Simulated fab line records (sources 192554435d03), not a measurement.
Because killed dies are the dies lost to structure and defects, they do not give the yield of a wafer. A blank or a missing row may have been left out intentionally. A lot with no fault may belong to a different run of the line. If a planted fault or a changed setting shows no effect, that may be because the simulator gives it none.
Split-lot trial ; flow n5Finfet ; on a route of 1938 steps: 7 lots, 21 wafers read

## ABOUT THE SPLIT
At N5_MIM_TOP_LITHO_EXPOSE_05 (exposes mask MIM TOP, target cd 2000 nm), the setting doseMj was moved away from the recipe's 20.5 on 7 of the 21 wafers read, by -6.3% to +2.9%. The other wafers ran this setting at the recipe's value.

## FROM THE SPLIT TO THE READING: what the file shows between them, 2 steps
- N5_MIM_TOP_LITHO_DEVELOP_07: develop time 60 s (also split here: developTimeS)
- N5_MIM_TOP_LITHO_HARDBAKE_09: time 120 s

## THE READING
At N5_MIM_TOP_LITHO_CD_MEAS_08: cdNm in nanometres, against a target cd of 2000 nm. Fault-free wafers of this fab line usually give 2001.3 nm, standard deviation 2 nm.

wafer;tool, chamber at the split;doseMj as run;against the recipe;cdNm, nm;against lot-mates on the recipe
L076.1;krfScanner-01, 0;20.5;recipe;2002.2;-
L076.3;krfScanner-01, 0;19.92;-2.8%;2008.3;+6.3
L076.6;krfScanner-01, 0;20.5;recipe;2001.8;-
L075.1;krfScanner-02, 0;19.2;-6.3%;2012.0;+7.6
L075.2;krfScanner-02, 0;20.5;recipe;2004.4;-
L075.3;krfScanner-02, 0;19.2;-6.3%;2014.1;+9.7
L080.1;krfScanner-01, 0;21.1;+2.9%;1994.1;-7.9
L080.2;krfScanner-01, 0;20.5;recipe;2002.0;-
L080.4;krfScanner-01, 0;21.1;+2.9%;1996.3;-5.7
L082.1;krfScanner-01, 0;20.5;recipe;1994.3;-
L082.3;krfScanner-01, 0;20.5;recipe;1997.5;-
L082.5;krfScanner-01, 0;20.5;recipe;1997.4;-
L088.3;krfScanner-01, 0;20.92;+2.0%;1997.5;-2.9
L088.4;krfScanner-01, 0;20.5;recipe;2001.8;-
L088.6;krfScanner-01, 0;20.5;recipe;1999.1;-
L094.2;krfScanner-02, 0;20.5;recipe;2001.2;-
L094.4;krfScanner-02, 0;20.5;recipe;2003.2;-
L094.6;krfScanner-02, 0;20.5;recipe;2001.6;-
L096.2;krfScanner-02, 0;19.49;-4.9%;2008.5;+7.2
L096.4;krfScanner-02, 0;20.5;recipe;1999.9;-
L096.6;krfScanner-02, 0;20.5;recipe;2002.6;-

THE FIT
A straight line over all 21 wafers: cdNm changes by -1.9 nm for each +1% of doseMj; r = -0.90; the points scatter about the line by 2.4 nm.
The same after taking each lot's own level away (the mean of its wafers on the recipe; 21 wafers): -1.58 nm for each +1%; r = -0.95; scatter 1.4 nm.
The reading moves by 10 nm for the largest change in doseMj, on that fit.
The lots' own levels span 1996.40 to 2004.40 nm, that is 4.0 times the standard deviation above.
So the lot-to-lot level changes the slope: the two fits differ.
Check: with one of the wafers moved furthest among these (-6.3%) left out of the fit, the line predicts +10.8 nm for it against its lot-mates. It came out at +7.6 nm against them.

## ADDITIONAL SPLITS CARRIED BY THESE WAFERS
Note: prior to the reading, these wafers also went through further splits. Each is held against what the fit with the lots' levels taken away leaves over:
other split on the same wafers;wafers away from the commonest value;r with cdNm (lot level and that fit taken away)
N5_BEOL_M15_EXPOSE_25 doseMj;7;-0.16
N5_MIM_TOP_LITHO_DEVELOP_07 developTimeS;4;-0.14

## FILE'S OWN FIT
cdNm changes by -1.57 nm for each +1% of doseMj, r = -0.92.
